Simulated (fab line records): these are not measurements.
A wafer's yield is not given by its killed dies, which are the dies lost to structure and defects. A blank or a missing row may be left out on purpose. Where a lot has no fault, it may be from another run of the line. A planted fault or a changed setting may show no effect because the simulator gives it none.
8D (eight disciplines) problem report, filled in by code | flow nandHarc | the parts of the form that need people (team, actions taken, sign-off) are left out

1. WHAT IS WRONG
Mean of killedAtArray at NHARC_END_SORT_01: 671 across 2 wafers in 2 lots; on wafers with no fault it is 64 (standard deviation 20). That is +30 standard deviations from the usual mean.
Seen first at day 32 06:02 on prober-02, wafer L734.6. Wafers with a number at this step in the record: 4, from 2 lots. By rule, "out" or "out of limits" means more than 4 standard deviations away from the usual mean. The other wafers with a number count as sound.

2. WHAT IT IS, AND WHAT IT ISN'T
question                    | is                        | is not
which readings at this step | killedAtArray, killedDies | killedAtOther, killedAtPeriphery, killedShort
which lots                  | L734, L738                | -
which wafers of those lots  | L734.6, L738.6            | L734.4, L738.4
read on which gauges        | prober-01, prober-02      | -
when                        | from day 32 06:02         | up to then (1 sound wafer); but 1 sound wafer of L738 came after

3. WHAT RULES OUT EACH SUSPECT
Counting: any tool at a process step up to the reading remains a suspect provided it ran every lot that is out. Sound lots after the first of them don't rule it out here, since some wafers of a struck lot are sound.
- ruled out: the gauge at NHARC_END_SORT_01. The wafers that are out were read on 2 gauges (prober-01, prober-02).
- rieDiel-10 at NHARC_A_CHANNEL_FILL_D1_ETCHBACK_20 (etches the open film in C4F8/O2/Ar, target depth 27 nm, time 13.5 s): kept. It ran every lot that is out, first L734 (day 17 05:38). On those wafers its own readings are out: runLengthS.
After counting, what remains is rieDiel-10 at NHARC_A_CHANNEL_FILL_D1_ETCHBACK_20.

4. THE CAUSE (what the simulator had put in)
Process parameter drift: rieDiel-10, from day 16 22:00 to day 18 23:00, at NHARC_A_CHANNEL_FILL_D1_ETCHBACK_20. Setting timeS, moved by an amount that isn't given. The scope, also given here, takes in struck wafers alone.
After counting, this tool was the only one left.

5. THE CHAIN OF EFFECTS, in route order
Each row: a reading where the mean over the struck wafers with a number is more than 3 standard deviations away from the usual. Readings are gone through only where the record gives a usual standard deviation; hours: the median, over the lots, of the time from a lot's start at the first step in this table giving one to that lot's start at this step; sigmas: the change measured in usual standard deviations.
hours | step                                | reading       | usual  | on struck wafers | change | sigmas
0     | NHARC_A_CHANNEL_FILL_D1_ETCHBACK_20 | runLengthS    | 34.8 s | 29.5             | -5.3   | -10
360   | NHARC_END_SORT_01                   | killedAtArray | 64     | 671              | +607   | +30
360   | NHARC_END_SORT_01                   | killedDies    | 68     | 676              | +608   | +30
Here are the process steps it includes:
- NHARC_A_CHANNEL_FILL_D1_ETCHBACK_20: etches the open film in C4F8/O2/Ar, target depth 27 nm, time 13.5 s.

6. HOW IT WOULD HAVE BEEN CAUGHT EARLIER
368 hours passed between the start of the fault at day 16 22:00 and the first reading out of limits at a measuring or inspecting step in this record, taken at day 32 06:02.
Tool's own readings at NHARC_A_CHANNEL_FILL_D1_ETCHBACK_20, runLengthS: out on all struck wafers the step has rows for; an alarm limit on them would have tripped on the first.
The start of NHARC_A_CHANNEL_FILL_D1_ETCHBACK_20 on rieDiel-10 came by day 32 06:02 for every one of the lots that are out (2). Had the tool been put on hold then, not one of them would have been saved.
